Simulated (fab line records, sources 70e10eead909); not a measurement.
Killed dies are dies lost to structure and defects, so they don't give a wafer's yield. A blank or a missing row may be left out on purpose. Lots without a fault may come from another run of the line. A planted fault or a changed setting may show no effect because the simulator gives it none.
Chamber matching | flow nand_harc | NHARC_A_STAIRCASE_DEP_325 on pecvd-04: 3 sister chambers
The step deposits SiO2, target thk 3800 nm. 6 wafers are shown with their chamber, then 7 later ones without.

WAFERS WITH THEIR CHAMBER
wafer  | chamber | heater_power_w (W) | susceptor_temp_C (C)
L077.6 | 1       | 622                | 399.91
L082.6 | 0       | 585                | 399.70
L090.1 | 0       | 706                | 399.71
L090.4 | 2       | 673                | 399.80
L095.1 | 2       | 768                | 399.78
L095.2 | 1       | 719                | 399.84

WAFERS WITHOUT THEIR CHAMBER
wafer  | heater_power_w (W) | susceptor_temp_C (C)
L095.3 | 670                | 399.95
L093.2 | 688                | 399.89
L093.4 | 637                | 399.74
L093.6 | 658                | 399.65
L097.1 | 773                | 399.45
L097.4 | 618                | 399.99
L097.5 | 641                | 399.61

WHICH CHAMBER EACH WENT THROUGH
wafer  | from the rows above     | in truth
L095.3 | 1                       | 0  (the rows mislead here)
L093.2 | 1                       | 1
L093.4 | can't be placed: 0 or 2 | 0
L093.6 | 0                       | 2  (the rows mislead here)
L097.1 | 0                       | 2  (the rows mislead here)
L097.4 | 1                       | 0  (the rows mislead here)
L097.5 | 0                       | 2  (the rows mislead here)
Placed correctly: 1 of 7. Can't be placed from these rows: 1 (the true chamber is among the candidates in 1). Placed wrongly: 5.
How it was worked out, from the rows above alone: a wafer's distance from a chamber is the root of the sum, over the readings, of the square of ((its reading less the chamber's mean) divided by the reading's scatter). The wafer belongs to the nearest chamber; if the next one is less than 2 further off, it can't be placed. A chamber's mean is the mean of its shown wafers. The scatter: the root of (the sum of the squares of (reading less its chamber's mean) over the shown wafers, divided by (wafers less chambers)).
